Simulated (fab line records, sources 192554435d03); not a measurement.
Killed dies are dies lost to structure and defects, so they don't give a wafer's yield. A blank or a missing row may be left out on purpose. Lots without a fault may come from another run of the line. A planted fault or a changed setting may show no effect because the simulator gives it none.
fab line records | flow n5_finfet
record lots=24 wafers=72 last_day=20
route steps=1938 shown BEOL_M12@1615 BEOL_M13@1660
lots that met no fault: from a run of the same line without faults
start_h: hours from the record's first day to the start of the lot's first wafer shown | wait_h: hours since the lot's step before | " the same as in the row above | L1.1+2: a row that stands for several wafers | - no value, or no start given | * or withheld: withheld | < > ~ a bound
route shown NAME@n: a module of which the file shows steps, and the number in the route of the first | usual: mean/standard deviation of fault-free wafers | same: alike in all rows | chamber/n: place in a boat | sites: the reading at each site | _std_site: their standard deviation | _edge_site: outer sites' mean less inner sites' | radius_mm: how far each site lies from the wafer's centre | mask NAME#n: copy n | behind: the tool/chamber that last shaped the wafer | hold: why the lot was held/for how many hours/how that ended | device: the transistor (n, p or np) that didn't switch | end of line: the same wafers' tests at the end of the route | a step without rows: its recipe alone | killed: dies lost to structure and defects at the first sort, not the wafer's yield | map: a wafer's dies, x killed, . not, _ none there
set.NAME: the setting as run; set.NAME@STEP: as run at that earlier step | model.NAME: the simulator's own value behind a step, which no gauge read
steps of the route over a sample of lots; a table a step, a row a wafer
services: from which hour (start_h, from the record's first day; less than 0 if before it) a tool's chamber was out of use, for how many hours, and why
## steps
# step N5_BEOL_M12_DESCUM_15
# recipe chemistry=O2 time_s=7.9 source_power_w=50 bias_power_w=20 pressure_mtorr=20 rf_frequency_hz=2.712e+07 temp_c=40 o2_flow_sccm=225
# usual drypump_motor_current_A=5.6/0.37 oes_product_au=0.83/0.068 rf_vpp_V=243.7/1 showerhead_plenum_p_Torr=2.14/0.045 temp_c=40.00/0.11 throttle_valve_pct=20.22/0.25
# columns lot.wafer tool chamber start_h wait_h drypump_motor_current_A oes_product_au rf_hours_counter_h rf_vpp_V showerhead_plenum_p_Torr temp_c throttle_valve_pct
L075.2 rie_diel-01 3 256.65 0.2 5.2 0.87 56 243.5 2.12 40.13 20.13
L075.4 " 0 " " 5.9 0.86 48 245.2 2.23 39.93 20.00
L075.5 " 0 " " 5.9 0.86 - 245.3 2.23 39.86 20.01
L074.2 rie_diel-01 1 258.23 0.4 5.3 0.71 234 244.1 2.14 39.93 20.51
L074.4 " 3 " " 5.2 0.87 57 243.3 2.12 40.10 20.13
L074.6 " 0 " " 5.9 0.86 - 243.8 2.23 39.73 20.02
L076.3 rie_diel-04 3 259.52 0.0 5.5 0.87 36 242.7 2.16 40.01 20.15
L076.4 " 1 " " 6.2 0.70 225 243.8 2.17 40.01 20.91
L076.5 " 2 " " 6.0 0.71 - 242.1 2.08 40.10 20.63
L078.1 rie_diel-01 3 281.00 0.0 5.2 0.85 64 243.3 2.12 40.17 20.15
L078.4 " 1 " " 5.3 0.70 240 243.9 2.14 40.02 20.51
L078.5 " 3 " " 5.3 0.85 - 244.4 2.12 40.03 20.15
L077.1 rie_diel-01 2 285.14 0.1 5.9 0.78 100 244.9 2.20 40.03 20.15
L077.5 " 3 " " 5.2 0.84 - 244.1 2.12 39.95 20.14
L077.6 " 2 " " 5.9 0.77 - 242.5 2.20 40.20 20.15
L079.1 rie_diel-06 2 303.10 0.0 5.6 0.88 33 243.2 2.13 39.86 20.02
L079.2 " 1 " " 5.6 0.78 123 244.1 2.11 39.82 20.65
L079.3 " 0 " " 5.2 0.88 47 243.6 2.13 40.06 19.88
L080.1 rie_diel-04 3 307.35 0.0 5.5 0.84 52 243.7 2.15 40.11 20.16
L080.2 " 0 " " 6.1 0.88 66 244.5 2.14 39.93 20.09
L080.4 " 1 " " 6.2 0.70 237 242.6 2.17 40.09 20.94
L081.2 rie_diel-04 0 308.96 0.0 6.1 0.88 66 244.3 2.14 39.92 20.07
L081.3 " 2 " " 5.9 0.70 243 242.0 2.08 40.11 20.66
L081.4 " 3 " " 5.5 0.84 53 244.9 2.15 39.98 20.18
L082.3 rie_diel-04 2 317.23 0.0 6.0 0.69 245 243.9 2.08 40.09 20.65
L082.5 " 3 " " 5.5 0.83 - 242.5 2.15 39.97 20.16
L082.6 " 2 " " 5.9 0.69 - 242.7 2.08 40.05 20.67
L083.1 rie_diel-04 3 342.36 0.0 5.5 0.83 63 244.4 2.15 40.09 20.18
L083.3 " 0 " " 6.1 0.86 - 243.6 2.14 39.81 20.09
L083.5 " 0 " " 6.1 0.86 - 242.1 2.14 39.85 20.10
L084.3 rie_diel-06 3 360.53 0.0 4.9 0.91 14 243.9 2.22 39.84 20.04
L084.5 " 0 " " 5.2 0.86 - 242.7 2.13 40.15 19.92
L084.6 " 2 " " 5.6 0.86 - 243.5 2.13 40.20 20.04
L085.3 rie_diel-06 2 360.93 0.2 5.6 0.84 55 243.2 2.13 40.09 20.05
L085.4 " 3 " " 4.9 0.91 - 246.0 2.22 39.97 20.04
L085.6 " 0 " " 5.2 0.85 - 242.5 2.13 40.04 19.92
L088.1 rie_diel-01 2 362.08 0.1 5.9 0.76 129 244.4 2.19 39.86 20.22
L088.3 " 3 " " 5.2 0.81 94 243.9 2.11 40.13 20.17
L088.6 " 3 " " 5.2 0.81 - 244.4 2.11 39.99 20.18
L086.2 rie_diel-01 3 369.67 0.0 5.3 0.82 97 242.0 2.11 39.85 20.19
L086.3 " 0 " " 5.9 0.81 85 244.6 2.21 40.00 20.06
L086.5 " 3 " " 5.2 0.82 - 242.8 2.11 40.04 20.18
L087.1 rie_diel-06 3 371.26 0.0 4.9 0.91 18 243.3 2.22 40.06 20.03
L087.2 " 0 " " 5.2 0.85 71 243.6 2.13 40.06 19.92
L087.5 " 1 " " 5.5 0.77 - 242.1 2.10 39.93 20.69
L089.2 rie_diel-04 3 374.21 0.0 5.5 0.81 78 244.6 2.14 40.14 20.21
L089.3 " 0 " " 6.1 0.84 92 242.9 2.13 39.92 20.12
L089.5 " 2 " " 5.9 0.94 - 242.9 2.07 40.01 20.30
L092.3 rie_diel-04 2 376.80 0.0 5.9 0.94 8 243.5 2.07 39.82 20.30
L092.4 " 2 " " 5.9 0.93 - 244.0 2.07 39.99 20.30
L092.5 " 3 " " 5.4 0.80 - 242.7 2.14 39.99 20.20
L090.4 rie_diel-01 1 383.46 0.0 5.3 0.95 15 242.4 2.13 39.92 20.16
L090.5 " 0 " " 5.9 0.80 - 245.6 2.21 40.09 20.06
L090.6 " 3 " " 5.2 0.80 - 244.0 2.11 40.06 20.21
L091.2 rie_diel-06 0 385.25 0.2 5.2 0.84 76 242.5 2.12 40.05 19.93
L091.4 " 1 " " 5.6 0.76 148 244.1 2.10 39.94 20.70
L091.6 " 0 " " 5.2 0.84 - 243.2 2.12 39.94 19.93
L094.1 rie_diel-01 0 391.49 0.0 5.9 0.80 93 244.3 2.21 39.97 20.07
L094.2 " 3 " " 5.2 0.79 105 244.2 2.10 40.00 20.19
L094.6 " 2 " " 5.9 0.75 - 242.9 2.18 39.98 20.23
L093.1 rie_diel-06 2 392.85 0.3 5.6 0.83 66 244.4 2.12 39.82 20.04
L093.2 " 3 " " 4.9 0.89 27 246.5 2.22 39.99 20.04
L093.6 " 1 " " 5.5 0.75 - 243.1 2.10 40.07 20.70
L096.1 rie_diel-04 2 399.47 0.1 5.9 0.91 16 242.0 2.07 40.06 20.33
L096.2 " 1 " " 6.2 0.95 7 243.3 2.16 39.98 20.66
L096.4 " 3 " " 5.5 0.79 87 243.5 2.14 40.01 20.22
L095.2 rie_diel-06 0 401.96 0.0 5.2 0.83 83 244.8 2.12 39.97 19.92
L095.3 " 2 " " 5.6 0.83 70 245.5 2.12 39.84 20.05
L095.6 " 3 " " 4.9 0.88 - 244.2 2.21 40.17 20.06
L097.1 rie_diel-04 1 430.94 0.0 6.2 0.91 18 243.7 2.15 39.97 20.69
L097.2 " 0 " " 6.0 0.83 111 242.8 2.13 39.90 20.14
L097.4 " 2 " " 5.9 0.90 27 243.9 2.06 40.00 20.34
# step N5_BEOL_M12_ANNEAL_48
# recipe temp_c=225 time_s=90 ambient=N2
# usual anneal_temp_c_max=226.4/0.45 wafer_temp_C_max=226.4/0.41
# columns lot.wafer tool chamber start_h wait_h anneal_temp_c_max wafer_temp_C_max
L075.2 rtp_anneal-01 0 263.02 1.0 227.2 225.7
L075.4 " 0 " " 226.9 225.8
L075.5 " 0 " " 226.5 225.6
L074.2 rtp_anneal-02 0 263.37 0.9 226.6 226.4
L074.4 " 0 " " 226.4 226.4
L074.6 " 0 " " 226.3 226.7
L076.3 rtp_anneal-02 0 264.25 0.2 226.0 226.1
L076.4 " 0 " " 226.1 226.4
L076.5 " 0 " " 225.7 226.5
L078.1 rtp_anneal-01 0 283.52 0.1 227.5 226.3
L078.4 " 0 " " 227.1 226.1
L078.5 " 0 " " 227.0 226.1
L077.1 rtp_anneal-02 0 289.19 0.1 226.4 227.3
L077.5 " 0 " " 225.7 226.6
L077.6 " 0 " " 225.9 226.4
L079.1 rtp_anneal-02 0 305.42 0.1 226.4 226.9
L079.2 " 0 " " 226.9 226.9
L079.3 " 0 " " 226.4 227.0
L080.1 rtp_anneal-02 0 310.99 0.1 226.2 225.8
L080.2 " 0 " " 226.1 225.9
L080.4 " 0 " " 225.9 226.7
L081.2 rtp_anneal-02 0 313.55 0.1 225.9 226.5
L081.3 " 0 " " 226.0 226.7
L081.4 " 0 " " 226.4 226.4
L082.3 rtp_anneal-02 0 320.43 0.9 225.6 226.5
L082.5 " 0 " " 226.0 226.4
L082.6 " 0 " " 226.0 226.4
L083.1 rtp_anneal-02 0 346.20 0.1 226.2 227.2
L083.3 " 0 " " 226.2 226.1
L083.5 " 0 " " 226.6 226.8
L084.3 rtp_anneal-01 0 363.71 0.2 226.9 225.7
L084.5 " 0 " " 226.7 225.8
L084.6 " 0 " " 227.1 225.8
L085.3 rtp_anneal-02 0 364.21 0.2 226.0 226.4
L085.4 " 0 " " 225.7 226.5
L085.6 " 0 " " 226.2 226.7
L088.1 rtp_anneal-02 0 364.93 0.1 226.5 226.7
L088.3 " 0 " " 225.7 226.6
L088.6 " 0 " " 226.4 226.8
L086.2 rtp_anneal-02 0 372.39 0.1 226.5 225.9
L086.3 " 0 " " 226.5 226.2
L086.5 " 0 " " 226.3 226.7
L087.1 rtp_anneal-02 0 376.64 0.6 226.4 226.6
L087.2 " 0 " " 226.2 227.5
L087.5 " 0 " " 226.2 226.7
L089.2 rtp_anneal-02 0 379.86 0.1 226.5 226.7
L089.3 " 0 " " 226.3 227.0
L089.5 " 0 " " 226.3 226.8
L092.3 rtp_anneal-02 0 382.79 0.2 226.5 225.8
L092.4 " 0 " " 226.6 226.6
L092.5 " 0 " " 226.5 226.4
L090.4 rtp_anneal-01 0 386.21 0.2 227.2 225.8
L090.5 " 0 " " 227.0 226.2
L090.6 " 0 " " 226.7 226.3
L091.2 rtp_anneal-02 0 389.78 0.1 226.2 226.5
L091.4 " 0 " " 226.3 226.5
L091.6 " 0 " " 226.5 226.4
L094.1 rtp_anneal-01 0 395.15 0.1 226.9 226.3
L094.2 " 0 " " 227.0 226.1
L094.6 " 0 " " 227.0 226.2
L093.1 rtp_anneal-02 0 395.52 0.1 226.2 226.5
L093.2 " 0 " " 226.3 226.3
L093.6 " 0 " " 226.1 226.7
L096.1 rtp_anneal-01 0 411.52 0.2 226.9 226.0
L096.2 " 0 " " 226.8 226.2
L096.4 " 0 " " 227.0 225.7
L095.2 rtp_anneal-02 0 414.24 0.1 226.2 227.6
L095.3 " 0 " " 226.1 226.6
L095.6 " 0 " " 226.2 226.4
L097.1 rtp_anneal-01 0 435.50 0.1 227.7 226.0
L097.2 " 0 " " 227.1 226.8
L097.4 " 0 " " 227.3 226.2
# step N5_BEOL_M13_THK_MEAS_01
# recipe reads=SiOC_of_BEOL_M13_ILD_DEP_00
# usual M13_ILD_THK=840/10
# columns lot.wafer tool chamber start_h wait_h M13_ILD_THK[nm]
L075.2 film_metro-01 - 263.92 0.1 833
L075.4 " - " " 847
L075.5 " - " " 846
L074.2 film_metro-01 - 264.26 0.1 836
L074.4 " - " " 837
L074.6 " - " " 845
L076.3 film_metro-01 - 265.10 0.1 845
L076.4 " - " " 864
L076.5 " - " " 844
L078.1 film_metro-01 - 284.46 0.1 828
L078.4 " - " " 838
L078.5 " - " " 847
L077.1 film_metro-02 - 290.12 0.1 824
L077.5 " - " " 839
L077.6 " - " " 851
L079.1 film_metro-01 - 306.35 0.1 824
L079.2 " - " " 838
L079.3 " - " " 826
L080.1 film_metro-02 - 311.92 0.1 826
L080.2 " - " " 830
L080.4 " - " " 853
L081.2 film_metro-01 - 314.45 0.1 831
L081.3 " - " " 828
L081.4 " - " " 837
L082.3 film_metro-02 - 321.39 0.1 822
L082.5 " - " " 848
L082.6 " - " " 839
L083.1 film_metro-02 - 347.16 0.1 829
L083.3 " - " " 835
L083.5 " - " " 861
L084.3 film_metro-01 - 364.55 0.1 836
L084.5 " - " " 841
L084.6 " - " " 846
L085.3 film_metro-01 - 365.08 0.1 827
L085.4 " - " " 844
L085.6 " - " " 844
L088.1 film_metro-01 - 365.89 0.1 820
L088.3 " - " " 842
L088.6 " - " " 839
L086.2 film_metro-02 - 373.32 0.1 825
L086.3 " - " " 828
L086.5 " - " " 839
L087.1 film_metro-02 - 377.67 0.2 852
L087.2 " - " " 837
L087.5 " - " " 856
L089.2 film_metro-02 - 380.76 0.1 844
L089.3 " - " " 839
L089.5 " - " " 858
L092.3 film_metro-02 - 383.63 0.1 828
L092.4 " - " " 828
L092.5 " - " " 847
L090.4 film_metro-01 - 387.02 0.0 849
L090.5 " - " " 860
L090.6 " - " " 857
L091.2 film_metro-02 - 390.68 0.1 829
L091.4 " - " " 830
L091.6 " - " " 851
L094.1 film_metro-01 - 396.08 0.1 836
L094.2 " - " " 828
L094.6 " - " " 845
L093.1 film_metro-02 - 396.47 0.1 820
L093.2 " - " " 831
L093.6 " - " " 839
L096.1 film_metro-02 - 412.45 0.1 834
L096.2 " - " " 841
L096.4 " - " " 855
L095.2 film_metro-02 - 415.12 0.1 843
L095.3 " - " " 841
L095.6 " - " " 852
L097.1 film_metro-01 - 436.49 0.2 828
L097.2 " - " " 829
L097.4 " - " " 841
# step N5_BEOL_M13_DESCUM_15
# recipe chemistry=O2 time_s=7.9 source_power_w=50 bias_power_w=20 pressure_mtorr=20 rf_frequency_hz=2.712e+07 temp_c=40 o2_flow_sccm=225
# usual drypump_motor_current_A=5.6/0.48 oes_product_au=0.84/0.098 rf_vpp_V=243.6/1.4 showerhead_plenum_p_Torr=2.12/0.077 temp_c=40.01/0.1 throttle_valve_pct=20.23/0.25
# columns lot.wafer tool chamber start_h wait_h drypump_motor_current_A oes_product_au rf_hours_counter_h rf_vpp_V showerhead_plenum_p_Torr temp_c throttle_valve_pct
L075.2 rie_diel-05 1 264.65 0.2 5.5 0.84 81 245.2 2.20 39.89 20.11
L075.4 " 3 " " 5.0 0.68 249 244.3 2.14 40.06 20.43
L075.5 " 3 " " 4.9 0.68 - 244.4 2.14 39.95 20.43
L074.2 rie_diel-03 0 264.77 0.0 5.1 0.71 221 244.3 2.15 39.97 20.43
L074.4 " 3 " " 5.2 0.82 78 244.2 2.10 40.12 20.17
L074.6 " 1 " " 6.3 0.91 - 243.9 2.05 39.83 19.91
L076.3 rie_diel-05 2 265.61 0.0 5.6 0.98 9 244.8 2.26 40.07 20.34
L076.4 " 0 " " 5.6 0.94 21 242.9 2.07 40.02 20.43
L076.5 " 2 " " 5.6 0.96 - 244.7 2.26 40.21 20.35
L078.1 rie_diel-03 0 284.98 0.0 5.1 0.70 227 243.7 2.14 39.90 20.44
L078.4 " 1 " " 6.4 0.90 24 244.1 2.04 39.98 19.92
L078.5 " 0 " " 5.1 0.70 - 243.1 2.14 40.08 20.43
L077.1 rie_diel-02 1 290.63 0.0 6.4 0.74 161 241.4 2.01 40.03 20.62
L077.5 " 3 " " 6.0 0.70 - 242.1 1.98 39.95 20.44
L077.6 " 0 " " 5.0 0.97 - 245.0 2.15 40.11 19.78
L079.1 rie_diel-02 2 306.75 0.0 5.6 0.70 228 243.0 2.16 40.12 20.36
L079.2 " 0 " " 5.0 0.94 10 245.9 2.15 40.06 19.79
L079.3 " 1 " " 6.4 0.73 165 241.0 2.01 39.95 20.60
L080.1 rie_diel-03 3 312.32 0.0 5.2 0.79 92 244.3 2.10 39.82 20.17
L080.2 " 0 " " 5.1 0.70 234 243.6 2.14 39.95 20.43
L080.4 " 2 " " 5.7 0.94 17 245.4 2.12 39.92 19.93
L081.2 rie_diel-02 2 314.84 0.0 5.6 0.71 230 242.6 2.16 39.88 20.36
L081.3 " 0 " " 5.0 0.94 12 244.0 2.15 40.01 19.79
L081.4 " 1 " " 6.4 0.74 167 241.1 2.01 39.93 20.62
L082.3 rie_diel-05 1 321.90 0.0 5.4 0.82 95 244.1 2.19 39.97 20.14
L082.5 " 3 " " 4.9 0.97 - 244.5 2.14 40.10 20.14
L082.6 " 2 " " 5.6 0.93 - 245.4 2.25 40.07 20.36
L083.1 rie_diel-05 2 347.56 0.0 5.6 0.92 29 246.4 2.25 40.12 20.38
L083.3 " 1 " " 5.4 0.80 100 245.4 2.19 40.15 20.14
L083.5 " 2 " " 5.6 0.92 - 244.7 2.25 39.99 20.37
L084.3 rie_diel-05 0 364.94 0.0 5.6 0.88 44 242.2 2.06 39.84 20.48
L084.5 " 1 " " 5.4 0.81 - 244.1 2.19 39.88 20.14
L084.6 " 2 " " 5.6 0.92 - 245.2 2.25 39.98 20.36
L085.3 rie_diel-02 2 365.60 0.0 5.6 0.69 245 244.3 2.16 40.00 20.38
L085.4 " 3 " " 6.0 0.68 - 242.1 1.97 40.07 20.48
L085.6 " 1 " " 6.4 0.72 - 240.3 2.00 39.87 20.65
L088.1 rie_diel-03 2 366.28 0.0 5.6 0.92 29 243.6 2.12 40.07 19.94
L088.3 " 3 " " 5.2 0.76 112 243.3 2.09 39.97 20.21
L088.6 " 3 " " 5.1 0.77 - 243.7 2.09 39.93 20.20
L086.2 rie_diel-03 1 373.71 0.0 6.3 0.84 54 242.0 2.04 39.91 19.95
L086.3 " 3 " " 5.2 0.76 114 243.8 2.09 39.98 20.22
L086.5 " 1 " " 6.4 0.85 - 242.1 2.04 39.91 19.95
L087.1 rie_diel-03 3 378.81 0.8 5.2 0.77 116 243.5 2.09 40.13 20.21
L087.2 " 2 " " 5.6 0.91 34 245.0 2.12 39.95 19.97
L087.5 " 0 " " 5.1 1.00 - 243.7 2.13 40.10 20.00
L089.2 rie_diel-03 3 381.15 0.0 5.2 0.76 117 242.4 2.09 40.04 20.21
L089.3 " 0 " " 5.1 0.99 2 243.5 2.13 40.18 20.02
L089.5 " 1 " " 6.3 0.83 - 243.6 2.03 39.98 19.98
L092.3 rie_diel-05 3 384.02 0.0 4.9 0.92 21 245.0 2.13 40.10 20.15
L092.4 " 0 " " 5.6 0.87 49 242.2 2.06 39.99 20.48
L092.5 " 3 " " 4.9 0.92 - 241.7 2.13 40.13 20.15
L090.4 rie_diel-03 1 387.41 0.0 6.4 0.85 59 242.7 2.03 40.08 19.97
L090.5 " 1 " " 6.4 0.84 - 241.8 2.03 39.83 19.98
L090.6 " 2 " " 5.7 0.90 - 245.1 2.11 39.85 19.96
L091.2 rie_diel-02 1 392.16 1.0 6.4 0.71 196 242.5 2.00 40.00 20.66
L091.4 " 2 " " 5.6 0.68 - 242.1 2.15 40.01 20.41
L091.6 " 1 " " 6.4 0.70 - 241.0 2.00 39.89 20.65
L094.1 rie_diel-05 1 396.60 0.0 5.4 0.79 114 244.5 2.18 40.01 20.17
L094.2 " 0 " " 5.6 0.87 54 244.1 2.06 39.89 20.49
L094.6 " 3 " " 4.9 0.92 - 244.4 2.13 40.06 20.17
L093.1 rie_diel-02 1 397.05 0.2 6.4 0.70 199 243.4 1.99 40.07 20.67
L093.2 " 2 " " 5.6 0.68 262 244.9 2.15 40.02 20.40
L093.6 " 0 " " 5.0 0.90 - 242.8 2.14 40.03 19.81
L096.1 rie_diel-05 2 412.97 0.0 5.6 0.89 48 245.0 2.24 39.95 20.41
L096.2 " 3 " " 4.9 0.91 27 244.6 2.13 40.29 20.18
L096.4 " 1 " " 5.4 0.79 119 244.6 2.18 39.96 20.19
L095.2 rie_diel-02 1 415.51 0.0 6.4 0.70 206 241.5 1.99 40.01 20.66
L095.3 " 0 " " 5.0 0.89 39 243.9 2.14 39.78 19.82
L095.6 " 1 " " 6.4 0.71 - 242.8 1.99 39.99 20.70
L097.1 rie_diel-05 1 437.03 0.0 5.4 0.78 126 244.4 2.18 40.19 20.17
L097.2 " 3 " " 4.9 0.89 34 244.0 2.13 39.96 20.18
L097.4 " 2 " " 5.5 0.88 54 244.1 2.24 39.90 20.41
# step N5_BEOL_M13_OCD_MEAS_35
# usual trench_depth_nm=412/7.4
# columns lot.wafer tool chamber start_h wait_h trench_depth_nm
L075.2 ocd-01 - 266.31 0.0 405
L075.4 " - " " 397
L075.5 " - " " 406
L074.2 ocd-02 - 266.46 0.0 418
L074.4 " - " " 423
L074.6 " - " " 423
L076.3 ocd-01 - 267.14 0.0 415
L076.4 " - " " 424
L076.5 " - " " 422
L078.1 ocd-01 - 286.66 0.0 418
L078.4 " - " " 420
L078.5 " - " " 412
L077.1 ocd-02 - 292.18 0.0 414
L077.5 " - " " 418
L077.6 " - " " 412
L079.1 ocd-02 - 308.39 0.0 405
L079.2 " - " " 415
L079.3 " - " " 412
L080.1 ocd-02 - 314.19 0.0 408
L080.2 " - " " 419
L080.4 " - " " 415
L081.2 ocd-01 - 316.37 0.0 420
L081.3 " - " " 404
L081.4 " - " " 405
L082.3 ocd-02 - 323.43 0.0 416
L082.5 " - " " 419
L082.6 " - " " 415
L083.1 ocd-02 - 349.22 0.0 412
L083.3 " - " " 410
L083.5 " - " " 414
L084.3 ocd-02 - 366.48 0.0 402
L084.5 " - " " 400
L084.6 " - " " 400
L085.3 ocd-01 - 367.12 0.0 405
L085.4 " - " " 403
L085.6 " - " " 403
L088.1 ocd-01 - 367.80 0.0 404
L088.3 " - " " 404
L088.6 " - " " 404
L086.2 ocd-02 - 375.37 0.0 416
L086.3 " - " " 413
L086.5 " - " " 417
L087.1 ocd-01 - 380.46 0.0 416
L087.2 " - " " 416
L087.5 " - " " 414
L089.2 ocd-01 - 382.92 0.0 415
L089.3 " - " " 418
L089.5 " - " " 408
L092.3 ocd-01 - 385.86 0.0 397
L092.4 " - " " 417
L092.5 " - " " 400
L090.4 ocd-01 - 390.15 0.0 404
L090.5 " - " " 415
L090.6 " - " " 399
L091.2 ocd-01 - 393.95 0.0 426
L091.4 " - " " 423
L091.6 " - " " 421
L094.1 ocd-02 - 398.95 0.0 415
L094.2 " - " " 422
L094.6 " - " " 416
L093.1 ocd-01 - 399.04 0.0 401
L093.2 " - " " 417
L093.6 " - " " 405
L096.1 ocd-02 - 414.49 0.0 417
L096.2 " - " " 414
L096.4 " - " " 421
L095.2 ocd-01 - 417.16 0.0 409
L095.3 " - " " 404
L095.6 " - " " 415
L097.1 ocd-02 - 438.55 0.0 426
L097.2 " - " " 414
L097.4 " - " " 408
# step N5_BEOL_M13_STRIP_37
# recipe chemistry=N2/H2 power_w=1000 temp_c=250 h2_frac=0.65 overash_fraction=0.3 pressure_mtorr=withheld n2_flow_sccm=1750 h2_flow_sccm=3250
# usual drypump_motor_current_A=5.8/0.46 heater_power_w=342/21 oes_product_au=0.784/0.011 temp_c=250.03/0.18
# same overash_fraction=0.3
# columns lot.wafer tool chamber start_h wait_h drypump_motor_current_A heater_power_w oes_product_au rf_hours_counter_h temp_c
L075.2 plasma_asher-01 1 266.34 0.0 6.4 355 0.783 126 249.96
L075.4 " 0 " " 5.6 329 0.773 - 250.10
L075.5 " 0 " " 5.6 329 0.787 - 250.24
L074.2 plasma_asher-01 1 266.50 0.0 6.5 364 0.789 126 250.45
L074.4 " 0 " " 5.6 330 0.779 - 250.33
L074.6 " 0 " " 5.5 318 0.769 - 250.15
L076.3 plasma_asher-02 0 267.19 0.1 5.2 365 0.779 - 250.20
L076.4 " 1 " " 5.9 314 0.773 - 249.90
L076.5 " 0 " " 5.2 365 0.784 - 250.23
L078.1 plasma_asher-02 1 286.70 0.0 5.9 315 0.781 75 250.22
L078.4 " 0 " " 5.3 366 0.795 - 250.31
L078.5 " 1 " " 5.9 319 0.791 - 249.78
L077.1 plasma_asher-02 0 292.22 0.0 5.2 356 0.790 76 250.03
L077.5 " 0 " " 5.2 371 0.791 - 250.07
L077.6 " 1 " " 5.9 321 0.780 - 250.19
L079.1 plasma_asher-01 0 308.43 0.0 5.6 314 0.765 133 250.35
L079.2 " 1 " " 6.4 360 0.801 133 250.01
L079.3 " 0 " " 5.6 327 0.777 - 249.96
L080.1 plasma_asher-01 1 314.23 0.0 6.4 365 0.771 135 250.22
L080.2 " 0 " " 5.6 327 0.789 135 250.03
L080.4 " 1 " " 6.4 367 0.765 - 250.05
L081.2 plasma_asher-01 0 316.41 0.0 5.5 320 0.803 135 250.40
L081.3 " 1 " " 6.4 353 0.778 - 249.98
L081.4 " 0 " " 5.5 322 0.792 - 250.05
L082.3 plasma_asher-02 1 323.48 0.1 5.9 321 0.793 - 249.77
L082.5 " 0 " " 5.2 363 0.782 - 249.76
L082.6 " 1 " " 5.9 319 0.789 - 249.87
L083.1 plasma_asher-01 0 349.26 0.0 5.6 321 0.787 142 250.03
L083.3 " 1 " " 6.5 366 0.781 - 250.08
L083.5 " 0 " " 5.6 335 0.776 - 250.16
L084.3 plasma_asher-01 0 366.53 0.1 5.6 327 0.793 - 250.14
L084.5 " 1 " " 6.4 355 0.769 - 249.89
L084.6 " 0 " " 5.6 329 0.771 - 250.13
L085.3 plasma_asher-02 0 367.18 0.1 5.2 361 0.765 - 249.64
L085.4 " 1 " " 5.9 320 0.772 - 250.24
L085.6 " 0 " " 5.3 366 0.781 - 249.80
L088.1 plasma_asher-01 0 367.84 0.0 5.5 317 0.773 146 250.16
L088.3 " 1 " " 6.4 357 0.782 - 250.19
L088.6 " 0 " " 5.5 324 0.799 - 250.05
L086.2 plasma_asher-01 1 375.41 0.0 6.5 367 0.804 147 249.89
L086.3 " 0 " " 5.6 319 0.769 - 250.09
L086.5 " 0 " " 5.6 324 0.793 - 249.86
L087.1 plasma_asher-01 1 380.50 0.0 6.4 362 0.773 148 250.01
L087.2 " 0 " " 5.6 317 0.791 148 249.91
L087.5 " 1 " " 6.5 358 0.758 - 249.83
L089.2 plasma_asher-01 1 382.95 0.0 6.4 367 0.772 148 249.65
L089.3 " 1 " " 6.4 368 0.783 - 249.84
L089.5 " 0 " " 5.6 324 0.796 - 249.75
L092.3 plasma_asher-01 1 385.92 0.1 6.4 361 0.770 - 250.04
L092.4 " 0 " " 5.6 326 0.772 - 249.83
L092.5 " 1 " " 6.5 360 0.786 - 250.23
L090.4 plasma_asher-02 0 390.20 0.1 5.2 363 0.799 - 250.10
L090.5 " 1 " " 5.9 316 0.780 - 250.16
L090.6 " 0 " " 5.2 359 0.786 - 250.01
L091.2 plasma_asher-02 1 393.99 0.0 5.9 311 0.780 95 250.19
L091.4 " 0 " " 5.2 366 0.774 - 250.07
L091.6 " 0 " " 5.2 349 0.793 - 250.03
L094.1 plasma_asher-02 1 399.09 0.1 5.9 319 0.789 97 250.06
L094.2 " 0 " " 5.2 365 0.798 97 250.30
L094.6 " 1 " " 5.9 323 0.784 - 249.95
L093.1 plasma_asher-01 1 399.12 0.1 6.5 356 0.774 152 250.46
L093.2 " 0 " " 5.6 321 0.767 152 250.09
L093.6 " 0 " " 5.5 321 0.765 - 250.19
L096.1 plasma_asher-02 1 414.53 0.0 5.9 325 0.805 100 249.96
L096.2 " 0 " " 5.2 368 0.779 100 250.04
L096.4 " 1 " " 5.9 317 0.785 - 250.12
L095.2 plasma_asher-02 0 417.20 0.0 5.3 355 0.783 100 250.13
L095.3 " 0 " " 5.3 356 0.785 - 249.97
L095.6 " 1 " " 5.9 316 0.800 - 250.09
L097.1 plasma_asher-02 1 438.59 0.0 5.9 310 0.801 105 250.21
L097.2 " 0 " " 5.2 363 0.808 105 249.85
L097.4 " 1 " " 5.9 318 0.794 - 250.21
## services
# columns tool chamber start_h hours kind
rie_diel-01 - 252.18 2.8 pm
rie_diel-05 3 269.26 - clean
rie_diel-05 3 269.26 - consumable_replace:focus_ring
rie_diel-05 3 269.26 18.0 scheduled_down
rie_diel-05 1 270.40 3.0 repair
rie_diel-02 0 274.42 7.1 repair
rtp_anneal-01 - 324.70 5.2 pm
rie_diel-05 1 330.57 3.3 repair
plasma_asher-01 - 331.44 1.3 repair
rie_diel-03 2 333.39 19.1 repair
rie_diel-05 - 333.75 0.4 repair
rie_diel-04 1 338.83 3.5 repair
plasma_asher-02 - 348.15 2.1 repair
rie_diel-02 0 350.54 31.6 repair
rie_diel-06 1 354.22 10.2 repair
rie_diel-01 0 354.91 5.7 repair
plasma_asher-02 - 362.09 2.8 pm
rie_diel-05 - 385.81 4.3 pm
rie_diel-03 - 388.37 4.3 pm
rie_diel-05 3 390.15 6.0 repair
rie_diel-05 0 416.65 2.6 repair
rie_diel-03 3 418.14 1.4 repair
rie_diel-02 - 427.79 2.8 pm
rie_diel-02 1 430.95 4.9 repair
## key
fault none
